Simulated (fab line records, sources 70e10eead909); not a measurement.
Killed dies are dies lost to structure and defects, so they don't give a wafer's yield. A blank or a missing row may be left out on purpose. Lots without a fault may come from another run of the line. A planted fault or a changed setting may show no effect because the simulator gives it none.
fab line records | flow nand_harc
record lots=24 wafers=72 last_day=34
route steps=1302 shown A_CHANNEL_HOLE_D1@464
lots that met no fault: from a run of the same line without faults
start_h: hours from the record's first day to the start of the lot's first wafer shown | wait_h: hours since the lot's step before | " the same as in the row above | L1.1+2: a row that stands for several wafers | - no value, or no start given | * or withheld: withheld | < > ~ a bound
route shown NAME@n: a module of which the file shows steps, and the number in the route of the first | usual: mean/standard deviation of fault-free wafers | same: alike in all rows | chamber/n: place in a boat | sites: the reading at each site | _std_site: their standard deviation | _edge_site: outer sites' mean less inner sites' | radius_mm: how far each site lies from the wafer's centre | mask NAME#n: copy n | behind: the tool/chamber that last shaped the wafer | hold: why the lot was held/for how many hours/how that ended | device: the transistor (n, p or np) that didn't switch | end of line: the same wafers' tests at the end of the route | a step without rows: its recipe alone | killed: dies lost to structure and defects at the first sort, not the wafer's yield | map: a wafer's dies, x killed, . not, _ none there
set.NAME: the setting as run; set.NAME@STEP: as run at that earlier step | model.NAME: the simulator's own value behind a step, which no gauge read
steps of the route over a sample of lots; a table a step, a row a wafer
services: from which hour (start_h, from the record's first day; less than 0 if before it) a tool's chamber was out of use, for how many hours, and why
## steps
# step NHARC_A_CHANNEL_HOLE_D1_INSPECT_12
# usual raw_defect_count=6.1/2.9
# columns lot.wafer tool chamber start_h wait_h raw_defect_count
L074.2 defect_inspect-01 - 173.66 0.0 7
L074.5 " - " " 5
L074.6 " - " " 5
L075.2 defect_inspect-02 - 186.81 0.0 6
L075.5 " - " " 4
L075.6 " - " " 9
L076.1 defect_inspect-01 - 207.60 0.0 6
L076.2 " - " " 5
L076.6 " - " " 7
L077.1 defect_inspect-02 - 215.27 0.0 5
L077.3 " - " " 7
L077.5 " - " " 7
L078.2 defect_inspect-02 - 217.14 0.0 9
L078.3 " - " " 6
L078.4 " - " " 2
L079.2 defect_inspect-01 - 233.45 0.0 8
L079.3 " - " " 4
L079.4 " - " " 5
L080.3 defect_inspect-02 - 242.13 0.0 11
L080.5 " - " " 10
L080.6 " - " " 8
L081.4 defect_inspect-01 - 242.64 0.0 4
L081.5 " - " " 3
L081.6 " - " " 2
L082.1 defect_inspect-02 - 268.08 0.0 11
L082.2 " - " " 3
L082.4 " - " " 6
L083.2 defect_inspect-02 - 268.23 0.0 8
L083.3 " - " " 5
L083.6 " - " " 5
L084.2 defect_inspect-01 - 280.27 0.0 8
L084.4 " - " " 4
L084.5 " - " " 1
L085.1 defect_inspect-01 - 294.55 0.0 15
L085.3 " - " " 4
L085.6 " - " " 8
L086.2 defect_inspect-01 - 296.99 0.0 3
L086.4 " - " " 9
L086.5 " - " " 5
L088.1 defect_inspect-02 - 321.61 0.0 5
L088.5 " - " " 7
L088.6 " - " " 10
L087.1 defect_inspect-01 - 321.86 0.0 3
L087.3 " - " " 12
L087.4 " - " " 3
L089.1 defect_inspect-02 - 334.25 0.0 4
L089.4 " - " " 1
L089.5 " - " " 4
L090.1 defect_inspect-02 - 339.62 0.0 6
L090.4 " - " " 3
L090.6 " - " " 7
L091.2 defect_inspect-02 - 349.39 0.0 6
L091.3 " - " " 10
L091.6 " - " " 1
L092.2 defect_inspect-01 - 355.12 0.0 4
L092.4 " - " " 7
L092.5 " - " " 5
L093.4 defect_inspect-02 - 371.97 0.0 9
L093.5 " - " " 9
L093.6 " - " " 6
L094.1 defect_inspect-02 - 381.70 0.0 9
L094.4 " - " " 5
L094.6 " - " " 10
L095.1 defect_inspect-01 - 394.09 0.0 7
L095.3 " - " " 8
L095.6 " - " " 4
L096.1 defect_inspect-02 - 394.25 0.0 8
L096.4 " - " " 4
L096.6 " - " " 6
L097.2 defect_inspect-01 - 405.91 0.0 8
L097.3 " - " " 6
L097.5 " - " " 3
# step NHARC_A_CHANNEL_HOLE_D1_ETCH_34
# recipe target_depth_a=1540 time_s=77 cf4_flow_sccm=100 chf3_flow_sccm=30 ar_flow_sccm=0 rf_w=500 bias_w=200 chemistry=CF4/CHF3
# usual drypump_motor_current_A=5.7/0.38 oes_product_au=0.946/0.025 rf_vpp_V=370.4/2 showerhead_plenum_p_Torr=1.57/0.051 throttle_valve_pct=16.803/0.0092
# columns lot.wafer tool chamber start_h wait_h drypump_motor_current_A oes_product_au rf_hours_counter_h rf_vpp_V showerhead_plenum_p_Torr throttle_valve_pct
L074.2 rie_diel-11 1 - - 5.8 0.917 7 373.2 1.63 16.783
L074.6 " 2 " " 5.2 0.941 - 369.9 1.60 16.788
L074.5 " 3 " " 5.5 0.934 - 370.2 1.57 16.800
L075.2 rie_diel-11 2 - - 5.2 0.933 8 372.1 1.60 16.797
L075.6 " 1 " " 5.9 0.917 - 372.2 1.63 16.804
L075.5 " 2 " " 5.2 0.945 - 372.1 1.60 16.822
L076.1 rie_diel-08 3 208.09 - 6.3 1.011 1 368.0 1.53 16.809
L076.2 " 0 " " 6.4 0.996 1 370.3 1.60 16.803
L076.6 " 3 " " 6.3 1.017 - 369.7 1.53 16.801
L077.1 rie_diel-11 1 - - 5.9 0.946 10 372.1 1.63 16.800
L077.3 " 2 " " 5.2 0.961 10 370.9 1.60 16.792
L077.5 " 3 " " 5.4 0.954 - 370.5 1.57 16.813
L078.2 rie_diel-11 3 - - 5.4 0.933 10 370.6 1.57 16.816
L078.3 " 1 " " 5.8 0.919 11 372.3 1.63 16.793
L078.4 " 2 " " 5.1 0.929 10 369.9 1.60 16.807
L079.2 rie_diel-11 3 - - 5.4 0.940 12 371.8 1.57 16.806
L079.3 " 0 " " 5.6 0.935 12 370.7 1.53 16.794
L079.4 " 1 " " 5.9 0.919 12 371.9 1.63 16.784
L080.3 rie_diel-11 1 - - 5.9 0.909 13 372.1 1.63 16.790
L080.5 " 3 " " 5.4 0.924 - 371.2 1.57 16.800
L080.6 " 0 " " 5.6 0.943 - 369.0 1.53 16.790
L081.4 rie_diel-05 2 - - 6.1 0.946 1 367.7 1.52 16.793
L081.5 " 2 " " 6.1 0.950 - 367.5 1.52 16.787
L081.6 " 3 " " 6.4 0.946 - 367.7 1.47 16.816
L082.1 rie_diel-05 0 - - 5.8 0.993 10 368.8 1.56 16.787
L082.2 " 2 " " 6.1 0.956 8 367.8 1.52 16.782
L082.4 " 3 " " 6.4 0.956 10 366.3 1.47 16.823
L083.3 rie_diel-11 0 - - 5.7 0.954 0 367.0 1.53 16.809
L083.2 " 1 " " 5.9 0.985 0 371.9 1.63 16.801
L083.6 " 0 " " 5.7 0.958 - 368.9 1.53 16.799
L084.2 rie_diel-11 1 - - 5.8 0.981 1 373.2 1.63 16.812
L084.4 " 0 " " 5.6 0.948 2 366.9 1.53 16.804
L084.5 " 1 " " 5.9 0.988 - 371.6 1.63 16.784
L085.1 rie_diel-11 1 - - 5.9 0.960 3 373.7 1.63 16.812
L085.3 " 2 " " 5.2 0.962 4 371.8 1.60 16.806
L085.6 " 1 " " 5.9 0.965 - 371.5 1.63 16.808
L086.4 rie_diel-11 3 - - 5.4 0.958 4 370.3 1.57 16.806
L086.2 " 1 " " 5.8 0.992 4 372.6 1.63 16.802
L086.5 " 3 " " 5.4 0.969 - 370.2 1.57 16.815
L088.1 rie_diel-11 0 - - 5.7 0.913 5 369.0 1.53 16.807
L088.5 " 2 " " 5.2 0.912 - 371.2 1.60 16.804
L088.6 " 3 " " 5.4 0.915 - 371.2 1.57 16.813
L087.3 rie_diel-08 1 - - 5.9 0.946 39 375.0 1.69 16.809
L087.1 " 3 " " 6.3 0.943 38 368.2 1.52 16.821
L087.4 " 0 " " 6.4 0.926 34 371.9 1.59 16.799
L089.4 rie_diel-11 2 - - 5.2 0.926 7 371.0 1.60 16.809
L089.1 " 3 " " 5.4 0.921 7 371.2 1.57 16.799
L089.5 " 0 " " 5.6 0.920 - 368.6 1.53 16.810
L090.1 rie_diel-11 1 - - 5.9 0.926 6 371.8 1.63 16.806
L090.4 " 2 " " 5.2 0.907 8 372.9 1.60 16.801
L090.6 " 2 " " 5.2 0.936 - 371.2 1.60 16.800
L091.2 rie_diel-08 1 - - 5.9 0.972 54 374.9 1.69 16.811
L091.3 " 0 " " 6.5 0.967 48 369.6 1.59 16.807
L091.6 " 1 " " 5.9 0.961 - 374.7 1.69 16.788
L092.2 rie_diel-11 3 - - 5.4 0.917 9 370.2 1.57 16.806
L092.4 " 0 " " 5.7 0.916 8 368.5 1.53 16.810
L092.5 " 3 " " 5.4 0.933 - 372.2 1.57 16.809
L093.4 rie_diel-11 2 - - 5.2 0.951 10 371.7 1.60 16.814
L093.5 " 2 " " 5.2 0.962 - 372.2 1.60 16.797
L093.6 " 3 " " 5.5 0.960 - 370.0 1.57 16.803
L094.1 rie_diel-11 0 - - 5.7 0.948 10 369.0 1.53 16.807
L094.6 " 1 " " 5.8 0.961 - 372.5 1.63 16.804
L094.4 " 2 " " 5.2 0.952 - 371.6 1.60 16.814
L096.4 rie_diel-05 1 - - 6.0 0.930 48 369.3 1.53 16.795
L096.1 " 3 " " 6.4 0.940 50 365.1 1.46 16.791
L096.6 " 1 " " 6.1 0.934 - 369.4 1.53 16.794
L095.1 rie_diel-11 3 - - 5.5 0.920 10 370.9 1.57 16.791
L095.3 " 1 " " 5.9 0.938 10 372.3 1.63 16.815
L095.6 " 3 " " 5.4 0.913 - 369.7 1.57 16.810
L097.3 rie_diel-05 1 - - 6.0 0.940 55 368.9 1.53 16.806
L097.2 " 2 " " 6.1 0.927 50 368.8 1.51 16.814
L097.5 " 0 " " 5.8 0.937 - 369.2 1.55 16.789
# step NHARC_A_CHANNEL_HOLE_D1_ETCH_21
# recipe bias_v=3000 source_w=withheld pressure_mtorr=20 time_s=514.3 ar_flow_sccm=375 c4f8_flow_sccm=89.3 o2_flow_sccm=35.7 temp_c=-20 target_depth_a=16000 chemistry=C4F8/O2/Ar
# usual drypump_motor_current_A=5.6/0.46 showerhead_plenum_p_Torr=3.61/0.13 throttle_valve_pct=32.155/0.0094
# columns lot.wafer tool chamber start_h wait_h drypump_motor_current_A rf_hours_counter_h showerhead_plenum_p_Torr throttle_valve_pct
L074.2 har_etch-01 1 175.62 0.3 6.2 88 3.73 32.142
L074.5 " 1 " " 6.2 - 3.73 32.141
L074.6 " 0 " " 5.5 - 3.55 32.149
L075.2 har_etch-02 0 188.55 0.3 4.9 292 3.67 32.170
L075.5 " 1 " " 5.5 - 3.43 32.161
L075.6 " 0 " " 4.9 - 3.67 32.166
L076.1 har_etch-01 0 211.31 0.3 5.5 104 3.54 32.147
L076.2 " 1 " " 6.2 104 3.72 32.149
L076.6 " 1 " " 6.2 - 3.72 32.162
L077.1 har_etch-02 1 217.42 0.3 5.5 307 3.42 32.150
L077.3 " 0 " " 4.9 - 3.66 32.138
L077.5 " 1 " " 5.5 - 3.42 32.158
L078.2 har_etch-01 0 219.33 0.3 5.5 111 3.54 32.141
L078.3 " 0 " " 5.5 - 3.54 32.160
L078.4 " 1 " " 6.2 - 3.72 32.142
L079.2 har_etch-01 1 235.65 0.3 6.2 115 3.72 32.145
L079.4 " 0 " " 5.5 - 3.53 32.162
L079.3 " 1 " " 6.2 - 3.72 32.162
L080.3 har_etch-01 0 245.47 0.3 5.5 - 3.53 32.164
L080.5 " 1 " " 6.2 - 3.71 32.154
L080.6 " 0 " " 5.5 - 3.53 32.163
L081.4 har_etch-02 0 246.86 0.3 4.9 - 3.65 32.161
L081.5 " 1 " " 5.5 - 3.41 32.149
L081.6 " 0 " " 4.9 - 3.65 32.153
L082.1 har_etch-01 0 269.81 0.3 5.5 138 3.52 32.158
L082.2 " 1 " " 6.2 138 3.71 32.143
L082.4 " 1 " " 6.2 - 3.71 32.166
L083.2 har_etch-02 1 271.48 0.3 5.5 338 3.41 32.156
L083.3 " 0 " " 4.9 - 3.65 32.159
L083.6 " 1 " " 5.5 - 3.41 32.146
L084.2 har_etch-01 0 285.51 0.3 5.4 149 3.52 32.148
L084.4 " 1 " " 6.2 - 3.70 32.151
L084.5 " 1 " " 6.2 - 3.70 32.163
L085.1 har_etch-02 1 296.29 0.3 5.5 353 3.40 32.141
L085.3 " 0 " " 4.9 - 3.64 32.148
L085.6 " 1 " " 5.5 - 3.40 32.161
L086.2 har_etch-02 0 300.45 0.3 5.0 357 3.64 32.165
L086.4 " 1 " " 5.5 - 3.40 32.146
L086.5 " 1 " " 5.5 - 3.40 32.151
L088.1 har_etch-01 0 323.88 0.3 5.5 168 3.51 32.149
L088.6 " 1 " " 6.2 - 3.69 32.141
L088.5 " 0 " " 5.5 - 3.51 32.163
L087.1 har_etch-01 0 327.99 0.3 5.5 172 3.50 32.152
L087.4 " 0 " " 5.5 - 3.50 32.164
L087.3 " 1 " " 6.2 - 3.69 32.153
L089.1 har_etch-02 0 338.59 0.5 4.9 369 3.63 32.136
L089.4 " 0 " " 4.9 - 3.63 32.170
L089.5 " 0 " " 4.9 - 3.63 32.160
L090.1 har_etch-01 1 341.29 0.3 6.2 183 3.68 32.163
L090.4 " 0 " " 5.5 - 3.50 32.169
L090.6 " 0 " " 5.5 - 3.50 32.176
L091.2 har_etch-01 0 353.95 0.3 5.5 195 3.49 32.149
L091.3 " 1 " " 6.2 - 3.67 32.165
L091.6 " 1 " " 6.2 - 3.67 32.143
L092.2 har_etch-02 0 358.58 0.3 5.0 388 3.62 32.155
L092.4 " 1 " " 5.5 - 3.93 32.147
L092.5 " 1 " " 5.5 - 3.93 32.147
L093.4 har_etch-01 0 373.85 0.3 5.5 - 3.49 32.154
L093.5 " 1 " " 6.2 - 3.67 32.166
L093.6 " 0 " " 5.4 - 3.49 32.137
L094.1 har_etch-01 0 389.90 0.3 5.4 218 3.48 32.162
L094.4 " 0 " " 5.5 - 3.48 32.162
L094.6 " 1 " " 6.2 - 3.66 32.155
L096.1 har_etch-01 0 397.84 0.3 5.5 225 3.48 32.167
L096.4 " 1 " " 6.2 - 3.66 32.153
L096.6 " 0 " " 5.5 - 3.48 32.161
L095.1 har_etch-02 1 401.40 0.3 5.5 0 3.92 32.154
L095.3 " 1 " " 5.5 - 3.92 32.161
L095.6 " 0 " " 4.9 - 3.61 32.154
L097.2 har_etch-02 0 409.76 0.3 4.9 8 3.61 32.166
L097.3 " 1 " " 5.5 - 3.92 32.153
L097.5 " 1 " " 5.5 - 3.92 32.152
# step NHARC_A_CHANNEL_HOLE_D1_ETCH_25
# recipe bias_v=5000 source_w=withheld pressure_mtorr=20 time_s=1040.2 ar_flow_sccm=375 c4f8_flow_sccm=93.8 o2_flow_sccm=31.2 temp_c=-20 target_depth_a=15000 chemistry=C4F8/O2/Ar
# usual drypump_motor_current_A=5.6/0.46 showerhead_plenum_p_Torr=3.60/0.13 throttle_valve_pct=32.236/0.01
# columns lot.wafer tool chamber start_h wait_h drypump_motor_current_A rf_hours_counter_h showerhead_plenum_p_Torr throttle_valve_pct
L074.2 har_etch-01 1 178.80 1.3 6.2 91 3.73 32.218
L074.5 " 1 " " 6.2 - 3.73 32.226
L074.6 " 0 " " 5.5 - 3.54 32.233
L075.2 har_etch-02 0 191.10 0.7 4.9 294 3.67 32.242
L075.5 " 1 " " 5.5 - 3.42 32.240
L075.6 " 0 " " 4.9 - 3.66 32.239
L076.1 har_etch-01 0 213.78 0.6 5.5 106 3.53 32.224
L076.2 " 1 " " 6.2 106 3.72 32.237
L076.6 " 1 " " 6.2 - 3.72 32.234
L077.1 har_etch-02 1 219.94 0.7 5.5 309 3.42 32.244
L077.3 " 0 " " 4.9 - 3.66 32.228
L077.5 " 1 " " 5.5 - 3.42 32.222
L078.2 har_etch-01 0 221.80 0.6 5.5 114 3.53 32.243
L078.3 " 0 " " 5.5 - 3.53 32.221
L078.4 " 1 " " 6.2 - 3.71 32.249
L079.2 har_etch-01 1 238.18 0.7 6.2 117 3.71 32.237
L079.4 " 0 " " 5.5 - 3.53 32.232
L079.3 " 1 " " 6.2 - 3.71 32.243
L080.3 har_etch-01 0 248.18 0.7 5.4 - 3.52 32.221
L080.5 " 1 " " 6.2 - 3.71 32.246
L080.6 " 0 " " 5.4 - 3.52 32.261
L081.4 har_etch-02 0 249.53 0.7 4.9 - 3.65 32.247
L081.5 " 1 " " 5.5 - 3.41 32.235
L081.6 " 0 " " 4.9 - 3.65 32.235
L082.1 har_etch-01 0 272.30 0.6 5.5 140 3.52 32.236
L082.2 " 1 " " 6.2 140 3.70 32.254
L082.4 " 1 " " 6.2 - 3.70 32.232
L083.2 har_etch-02 1 274.03 0.7 5.5 340 3.40 32.244
L083.3 " 0 " " 5.0 - 3.64 32.244
L083.6 " 1 " " 5.5 - 3.40 32.255
L084.2 har_etch-01 0 288.04 0.6 5.5 152 3.51 32.247
L084.4 " 1 " " 6.2 - 3.69 32.241
L084.5 " 1 " " 6.2 - 3.69 32.232
L085.1 har_etch-02 1 298.83 0.7 5.5 355 3.39 32.261
L085.3 " 0 " " 4.9 - 3.63 32.236
L085.6 " 1 " " 5.5 - 3.39 32.229
L086.2 har_etch-02 0 303.00 0.7 4.9 359 3.63 32.239
L086.4 " 1 " " 5.5 - 3.39 32.229
L086.5 " 1 " " 5.5 - 3.39 32.222
L088.1 har_etch-01 0 326.45 0.7 5.5 170 3.50 32.239
L088.6 " 1 " " 6.2 - 3.68 32.228
L088.5 " 0 " " 5.4 - 3.50 32.220
L087.1 har_etch-01 0 330.47 0.6 5.4 174 3.50 32.233
L087.4 " 0 " " 5.4 - 3.50 32.244
L087.3 " 1 " " 6.2 - 3.68 32.228
L089.1 har_etch-02 0 343.56 1.3 4.9 374 3.62 32.220
L089.4 " 0 " " 4.9 - 3.62 32.237
L089.5 " 0 " " 4.9 - 3.62 32.259
L090.1 har_etch-01 1 343.77 0.6 6.2 186 3.67 32.249
L090.4 " 0 " " 5.4 - 3.49 32.246
L090.6 " 0 " " 5.4 - 3.49 32.228
L091.2 har_etch-01 0 356.50 0.7 5.5 197 3.49 32.240
L091.3 " 1 " " 6.2 - 3.67 32.240
L091.6 " 1 " " 6.2 - 3.67 32.229
L092.2 har_etch-02 0 361.06 0.6 4.9 390 3.61 32.245
L092.4 " 1 " " 5.5 - 3.92 32.239
L092.5 " 1 " " 5.5 - 3.92 32.229
L093.4 har_etch-01 0 376.52 0.7 5.5 - 3.48 32.222
L093.5 " 1 " " 6.2 - 3.66 32.242
L093.6 " 0 " " 5.5 - 3.48 32.243
L094.1 har_etch-01 0 392.37 0.6 5.5 220 3.47 32.236
L094.4 " 0 " " 5.5 - 3.47 32.245
L094.6 " 1 " " 6.2 - 3.66 32.250
L096.1 har_etch-01 0 400.33 0.6 5.5 228 3.47 32.230
L096.4 " 1 " " 6.2 - 3.65 32.239
L096.6 " 0 " " 5.4 - 3.47 32.210
L095.1 har_etch-02 1 403.93 0.7 5.5 3 3.92 32.234
L095.3 " 1 " " 5.5 - 3.92 32.235
L095.6 " 0 " " 4.9 - 3.61 32.227
L097.2 har_etch-02 0 412.27 0.7 4.9 11 3.60 32.246
L097.3 " 1 " " 5.5 - 3.91 32.246
L097.5 " 1 " " 5.5 - 3.91 32.246
# step NHARC_A_CHANNEL_HOLE_D1_ETCH_33
# recipe bias_v=400 source_w=2000 pressure_mtorr=25 time_s=90 ar_flow_sccm=375 c4f8_flow_sccm=41.7 o2_flow_sccm=83.3 temp_c=-20 target_depth_a=4000 chemistry=C4F8/O2/Ar
# usual drypump_motor_current_A=5.6/0.46 showerhead_plenum_p_Torr=3.64/0.13 throttle_valve_pct=27.620/0.0086
# columns lot.wafer tool chamber start_h wait_h drypump_motor_current_A rf_hours_counter_h showerhead_plenum_p_Torr throttle_valve_pct
L074.2 har_etch-01 1 179.88 0.2 6.2 92 3.77 27.613
L074.5 " 1 " " 6.2 - 3.77 27.614
L074.6 " 0 " " 5.5 - 3.58 27.616
L075.2 har_etch-02 0 192.07 0.2 4.9 295 3.71 27.621
L075.5 " 1 " " 5.5 - 3.46 27.628
L075.6 " 0 " " 4.9 - 3.71 27.628
L076.1 har_etch-01 0 214.87 0.2 5.5 107 3.57 27.615
L076.2 " 1 " " 6.2 107 3.76 27.607
L076.6 " 1 " " 6.2 - 3.76 27.614
L077.1 har_etch-02 1 220.91 0.2 5.5 310 3.45 27.616
L077.3 " 0 " " 5.0 - 3.70 27.625
L077.5 " 1 " " 5.5 - 3.45 27.622
L078.2 har_etch-01 0 222.86 0.2 5.5 114 3.57 27.627
L078.3 " 0 " " 5.5 - 3.57 27.610
L078.4 " 1 " " 6.2 - 3.76 27.624
L079.2 har_etch-01 1 239.14 0.2 6.2 118 3.76 27.635
L079.4 " 0 " " 5.5 - 3.57 27.622
L079.3 " 1 " " 6.2 - 3.76 27.606
L080.3 har_etch-01 0 248.91 0.2 5.5 - 3.56 27.607
L080.5 " 1 " " 6.2 - 3.75 27.621
L080.6 " 0 " " 5.5 - 3.56 27.618
L081.4 har_etch-02 0 250.27 0.2 4.9 - 3.69 27.632
L081.5 " 1 " " 5.5 - 3.44 27.636
L081.6 " 0 " " 4.9 - 3.69 27.618
L082.1 har_etch-01 0 273.38 0.2 5.5 141 3.55 27.620
L082.2 " 1 " " 6.2 141 3.74 27.618
L082.4 " 1 " " 6.2 - 3.74 27.607
L083.2 har_etch-02 1 275.00 0.2 5.5 341 3.43 27.627
L083.3 " 0 " " 5.0 - 3.68 27.631
L083.6 " 1 " " 5.5 - 3.43 27.624
L084.2 har_etch-01 0 289.00 0.2 5.4 152 3.55 27.611
L084.4 " 1 " " 6.2 - 3.74 27.612
L084.5 " 1 " " 6.2 - 3.74 27.614
L085.1 har_etch-02 1 299.79 0.2 5.5 356 3.43 27.622
L085.3 " 0 " " 4.9 - 3.67 27.630
L085.6 " 1 " " 5.5 - 3.43 27.623
L086.2 har_etch-02 0 303.98 0.2 4.9 360 3.67 27.637
L086.4 " 1 " " 5.5 - 3.43 27.620
L086.5 " 1 " " 5.5 - 3.42 27.619
L088.1 har_etch-01 0 327.41 0.2 5.5 171 3.54 27.638
L088.6 " 1 " " 6.2 - 3.73 27.604
L088.5 " 0 " " 5.5 - 3.54 27.612
L087.1 har_etch-01 0 331.54 0.2 5.5 175 3.54 27.623
L087.4 " 0 " " 5.5 - 3.54 27.614
L087.3 " 1 " " 6.2 - 3.73 27.625
L090.1 har_etch-01 1 344.84 0.2 6.2 187 3.72 27.623
L090.4 " 0 " " 5.5 - 3.53 27.625
L090.6 " 0 " " 5.5 - 3.53 27.615
L089.1 har_etch-02 0 345.72 0.3 4.9 376 3.66 27.629
L089.4 " 0 " " 5.0 - 3.66 27.615
L089.5 " 0 " " 4.9 - 3.66 27.622
L091.2 har_etch-01 0 357.46 0.2 5.5 198 3.52 27.615
L091.3 " 1 " " 6.2 - 3.71 27.638
L091.6 " 1 " " 6.2 - 3.71 27.607
L092.2 har_etch-02 0 362.15 0.2 4.9 391 3.65 27.610
L092.4 " 1 " " 5.5 - 3.98 27.611
L092.5 " 1 " " 5.5 - 3.98 27.621
L093.4 har_etch-01 0 377.25 0.2 5.5 - 3.52 27.612
L093.5 " 1 " " 6.2 - 3.71 27.620
L093.6 " 0 " " 5.5 - 3.52 27.630
L094.1 har_etch-01 0 393.43 0.2 5.5 221 3.51 27.611
L094.4 " 0 " " 5.5 - 3.51 27.605
L094.6 " 1 " " 6.2 - 3.70 27.610
L096.1 har_etch-01 0 401.38 0.2 5.5 229 3.51 27.609
L096.4 " 1 " " 6.2 - 3.69 27.633
L096.6 " 0 " " 5.5 - 3.51 27.615
L095.1 har_etch-02 1 404.91 0.2 5.5 4 3.97 27.614
L095.3 " 1 " " 5.5 - 3.97 27.631
L095.6 " 0 " " 4.9 - 3.65 27.629
L097.2 har_etch-02 0 413.24 0.2 4.9 12 3.64 27.608
L097.3 " 1 " " 5.5 - 3.97 27.615
L097.5 " 1 " " 5.5 - 3.96 27.614
# step NHARC_A_CHANNEL_HOLE_D1_CD_MEAS_30
# usual cd_nm=90.1/1.5
# columns lot.wafer tool chamber start_h wait_h cd_nm
L074.2 cd_sem-01 - 181.43 - 91.3
L074.5 " - " " 89.8
L074.6 " - " " 90.5
L075.2 cd_sem-02 - 193.75 - 88.7
L075.5 " - " " 88.7
L075.6 " - " " 91.3
L076.1 cd_sem-01 - 216.41 - 90.9
L076.2 " - " " 90.9
L076.6 " - " " 90.5
L077.1 cd_sem-01 - 222.41 - 91.1
L077.3 " - " " 90.7
L077.5 " - " " 89.4
L078.2 cd_sem-02 - 224.40 - 92.6
L078.3 " - " " 90.8
L078.4 " - " " 91.0
L079.2 cd_sem-01 - 240.66 - 89.4
L079.3 " - " " 89.9
L079.4 " - " " 90.5
L080.3 cd_sem-02 - 250.36 - 88.9
L080.5 " - " " 88.0
L080.6 " - " " 89.9
L081.4 cd_sem-03 - 251.76 0.1 90.0
L081.5 " - " " 90.1
L081.6 " - " " 91.1
L082.1 cd_sem-03 - 274.96 0.1 88.9
L082.2 " - " " 88.9
L082.4 " - " " 91.9
L083.2 cd_sem-02 - 276.51 - 92.9
L083.3 " - " " 89.7
L083.6 " - " " 90.2
L084.2 cd_sem-01 - 290.51 - 87.8
L084.4 " - " " 90.9
L084.5 " - " " 91.0
L085.1 cd_sem-01 - 301.30 - 89.9
L085.3 " - " " 92.1
L085.6 " - " " 89.0
L086.2 cd_sem-03 - 305.49 - 88.0
L086.4 " - " " 90.3
L086.5 " - " " 88.1
L088.1 cd_sem-02 - 329.08 - 89.4
L088.5 " - " " 91.2
L088.6 " - " " 90.0
L087.1 cd_sem-03 - 333.10 - 91.4
L087.3 " - " " 90.4
L087.4 " - " " 90.1
L090.1 cd_sem-02 - 346.54 - 89.2
L090.4 " - " " 90.9
L090.6 " - " " 88.4
L089.1 cd_sem-01 - 348.30 - 88.8
L089.4 " - " " 87.4
L089.5 " - " " 89.4
L091.2 cd_sem-03 - 358.98 - 91.8
L091.3 " - " " 88.0
L091.6 " - " " 88.9
L092.2 cd_sem-03 - 363.69 - 90.2
L092.4 " - " " 90.4
L092.5 " - " " 91.6
L093.4 cd_sem-02 - 378.87 - 91.6
L093.5 " - " " 87.2
L093.6 " - " " 88.3
L094.1 cd_sem-01 - 394.99 - 91.0
L094.4 " - " " 88.6
L094.6 " - " " 86.7
L096.1 cd_sem-01 - 402.92 - 92.2
L096.4 " - " " 88.9
L096.6 " - " " 91.7
L095.1 cd_sem-02 - 406.43 - 87.9
L095.3 " - " " 91.4
L095.6 " - " " 91.7
L097.2 cd_sem-02 - 414.75 - 92.2
L097.3 " - " " 88.7
L097.5 " - " " 90.2
## services
# columns tool chamber start_h hours kind
rie_diel-08 - 192.87 9.0 pm
rie_diel-11 - 208.00 0.4 repair
rie_diel-11 0 209.00 6.9 repair
rie_diel-08 1 209.01 5.6 repair
rie_diel-05 - 229.65 9.0 pm
rie_diel-11 1 231.43 1.4 repair
rie_diel-11 - 255.50 9.0 pm
rie_diel-08 0 257.63 14.1 repair
rie_diel-08 2 273.73 9.3 repair
rie_diel-05 0 287.53 2.8 repair
rie_diel-11 - 295.58 0.6 repair
har_etch-02 0 304.13 - consumable_replace:focus_ring
har_etch-02 0 304.13 17.0 scheduled_down
har_etch-02 0 304.13 17.0 vent_cycle
rie_diel-11 1 320.92 8.0 repair
har_etch-02 1 329.18 - consumable_replace:showerhead
har_etch-02 1 329.18 17.0 scheduled_down
har_etch-02 1 329.18 17.0 vent_cycle
rie_diel-05 1 344.18 2.7 repair
rie_diel-08 - 370.21 9.0 pm
rie_diel-11 3 375.94 9.2 repair
har_etch-02 - 383.90 17.0 pm
rie_diel-05 - 406.94 9.0 pm
rie_diel-08 3 412.08 4.3 repair
## key
fault none
